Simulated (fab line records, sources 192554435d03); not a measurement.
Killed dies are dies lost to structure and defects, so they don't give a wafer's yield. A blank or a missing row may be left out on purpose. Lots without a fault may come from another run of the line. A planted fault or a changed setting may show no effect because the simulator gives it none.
Chamber matching | flow n5_finfet | N5_BEOL_M14_ETCH_68 on rie_diel-01: 4 sister chambers
The step etches SOC in N2/H2, time 450 s. 18 wafers are shown with their chamber, then 9 later ones without.

WAFERS WITH THEIR CHAMBER
wafer  | chamber | showerhead_plenum_p_Torr (Torr) | drypump_motor_current_A (A) | rf_vpp_V (V)
L075.2 | 3       | 2.53                            | 5.6                         | 522.3
L075.3 | 2       | 2.46                            | 6.3                         | 521.3
L075.4 | 3       | 2.53                            | 5.6                         | 525.0
L077.1 | 2       | 2.46                            | 6.2                         | 521.3
L077.2 | 1       | 2.56                            | 5.8                         | 524.1
L077.5 | 1       | 2.56                            | 5.8                         | 524.8
L079.3 | 2       | 2.45                            | 6.3                         | 521.8
L079.5 | 2       | 2.45                            | 6.2                         | 520.8
L079.6 | 1       | 2.55                            | 5.8                         | 523.8
L081.1 | 3       | 2.52                            | 5.6                         | 524.2
L081.3 | 1       | 2.55                            | 5.8                         | 524.3
L081.6 | 3       | 2.52                            | 5.6                         | 522.9
L084.1 | 0       | 2.66                            | 5.8                         | 527.3
L084.2 | 2       | 2.45                            | 6.2                         | 522.1
L084.4 | 0       | 2.66                            | 5.8                         | 528.0
L086.1 | 2       | 2.45                            | 6.2                         | 521.5
L086.4 | 0       | 2.66                            | 5.8                         | 527.4
L086.6 | 2       | 2.45                            | 6.2                         | 520.6

SIGNATURES (means of the wafers above)
reading                  | chamber 0 | chamber 1 | chamber 2 | chamber 3 | scatter within a chamber
showerhead_plenum_p_Torr | 2.6600    | 2.5550    | 2.4529    | 2.5250    | 0.00495
drypump_motor_current_A  | 5.800     | 5.800     | 6.229     | 5.600     | 0.0319
rf_vpp_V                 | 527.567   | 524.250   | 521.343   | 523.600   | 0.706
Rule: a wafer's distance from a chamber is the root of the sum, over the readings, of the square of ((its reading less the chamber's mean) divided by the reading's scatter). The wafer belongs to the nearest chamber; if the next one is less than 2 further off, it can't be placed. The scatter: the root of (the sum of the squares of (reading less its chamber's mean) over the shown wafers, divided by (wafers less chambers)).

WAFERS WITHOUT THEIR CHAMBER
wafer  | showerhead_plenum_p_Torr (Torr) | drypump_motor_current_A (A) | rf_vpp_V (V)
L088.2 | 2.55                            | 5.7                         | 525.6
L088.4 | 2.52                            | 5.6                         | 522.8
L088.5 | 2.45                            | 6.3                         | 522.4
L089.2 | 2.44                            | 6.2                         | 521.0
L089.4 | 2.52                            | 5.6                         | 523.1
L089.5 | 2.44                            | 6.2                         | 519.5
L093.1 | 2.65                            | 5.7                         | 527.2
L093.3 | 2.51                            | 5.6                         | 524.0
L093.5 | 2.65                            | 5.8                         | 527.6

WHICH CHAMBER EACH WENT THROUGH
wafer  | from the rows above | in truth
L088.2 | 1                   | 1
L088.4 | 3                   | 3
L088.5 | 2                   | 2
L089.2 | 2                   | 2
L089.4 | 3                   | 3
L089.5 | 2                   | 2
L093.1 | 0                   | 0
L093.3 | 3                   | 3
L093.5 | 0                   | 0
Placed correctly: 9 of 9. Can't be placed from these rows: 0. Placed wrongly: 0.
